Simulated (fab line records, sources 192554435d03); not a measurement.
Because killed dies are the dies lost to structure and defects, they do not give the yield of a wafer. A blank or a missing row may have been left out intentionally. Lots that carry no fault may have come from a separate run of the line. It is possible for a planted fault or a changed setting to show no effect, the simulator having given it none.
A lot that was struck, set against a sound lot :: flow n5_finfet :: 14 out of 1938 route steps
Sound: wafers L959.1, L959.3, L959.5. Struck: wafers L969.1, L969.4, L969.5. The cause is given at the end.
Order at every step that has rows: each side's tool, ch and its chambers, its first start. Under that, the readings that differ: sound wafers :: struck wafers :: difference of the means :: sigmas: that difference in standard deviations of wafers without a fault.
alike: readings whose means differ by less than 2 such deviations, and words and numbers that are the same on both sides. not compared: withheld readings, readings that some wafer has no value for, bounds like >300 that may hide the same value, and numbers for which the record gives no deviation and whose values overlap.
Wherever a step has rows on one side only, a row that says differs or no value, or a row with sigmas, the two part there. Non-overlapping numbers with no deviation appear without sigmas and do not part them. Lack of a reading on every wafer of one side parts them only where that side has two or more wafers.

N5_BEOL_M5_DESCUM_16: chemistry O2, time 7 s.
  sound on rie_diel-04 ch 0,1,2, day 11 15:39; struck on rie_diel-04 ch 1,2, day 13 22:18
  alike: drypump_motor_current_A, oes_product_au, rf_fwd_power_W, rf_vpp_V, showerhead_plenum_p_Torr, temp_c, throttle_valve_pct
  not compared: rf_hours_counter_h
N5_BEOL_M5_ETCH_72: etches underlayer in N2/H2, target depth 6.5 nm, time 5.2 s.
  sound on rie_diel-04 ch 0,1,2, day 11 15:41; struck on rie_diel-04 ch 1,2, day 13 22:20
  alike: drypump_motor_current_A, etch_rf_on_time_s, oes_product_au, rf_fwd_power_W, rf_vpp_V, showerhead_plenum_p_Torr, throttle_valve_pct
  not compared: rf_hours_counter_h
then, 1 step without rows for these wafers: N5_BEOL_M5_ETCH_61 (etches SiARC in CF4, target depth 15.6 nm, time 26 s).
N5_BEOL_M5_ETCH_62: etches SOC in N2/H2, target depth 75 nm, overetch 15 nm, time 112.5 s.
  sound on rie_diel-04 ch 0,1,2, day 11 15:44; struck on rie_diel-04 ch 1,2, day 13 22:23
  alike: drypump_motor_current_A, oes_product_au, rf_fwd_power_W, rf_vpp_V, showerhead_plenum_p_Torr, temp_c, throttle_valve_pct
  not compared: rf_hours_counter_h
then, 3 steps without rows for these wafers: N5_BEOL_M5_STRIP_63 (strips in N2/H2); N5_BEOL_M5_STRIP_73 (strips in N2/H2); N5_BEOL_M5_STRIP_64 (strips in CF4).
N5_BEOL_M5_HM_OPEN_17: chemistry Cl2/BCl3, target TiN, target depth 20 nm, overetch 6 nm.
  sound on rie_metal-03 ch 0, day 11 15:53; struck on rie_metal-03 ch 0,1, day 13 22:32
  alike: drypump_motor_current_A, oes_product_au, rf_fwd_power_W, throttle_valve_pct
  not compared: rf_hours_counter_h
N5_BEOL_M5_STRIP_19: strips in O2.
  sound on rie_diel-03 ch 0,1,3, day 11 16:07; struck on rie_diel-03 ch 0,1,2, day 13 22:40
  alike: drypump_motor_current_A, oes_product_au, rf_vpp_V, showerhead_plenum_p_Torr, temp_c, throttle_valve_pct
  not compared: rf_hours_counter_h
N5_BEOL_M5_CD_MEAS_18: pitch 56 nm, target cd 28 nm.
  struck on cd_sem-03, day 13 22:44; sound on cd_sem-03, day 11 16:11
  alike: cd_nm
then, 2 steps without rows for these wafers: N5_BEOL_M5_COAT_65 (time 60 s, resist thk 60 nm); N5_BEOL_M5_COAT_66 (time 60 s, resist thk 12 nm).
N5_BEOL_M5_COAT_74: time 60 s, resist thk 5 nm.
  sound on litho_track-04 ch 0, day 11 16:29; struck on litho_track-04 ch 0, day 13 23:16
reading: heater_power_total_W (W)
sound: 390.3 391.2 393.5
struck: 387.4 388.8 387.8
difference: -3.7
sigmas: -3

reading: plate_temp_C (C)
sound: 204.89 204.81 205.04
struck: 202.94 202.79 202.82
difference: -2.06
sigmas: -11
then, 1 step without rows for these wafers: N5_BEOL_M5_COAT_22 (resist thk 30 nm).

## WHERE THEY PART
Only at N5_BEOL_M5_COAT_74, within this record.

WHY: what had been put in by the simulator
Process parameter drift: litho_track-04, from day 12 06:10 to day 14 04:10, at N5_BEOL_M5_COAT_74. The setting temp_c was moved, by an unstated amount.
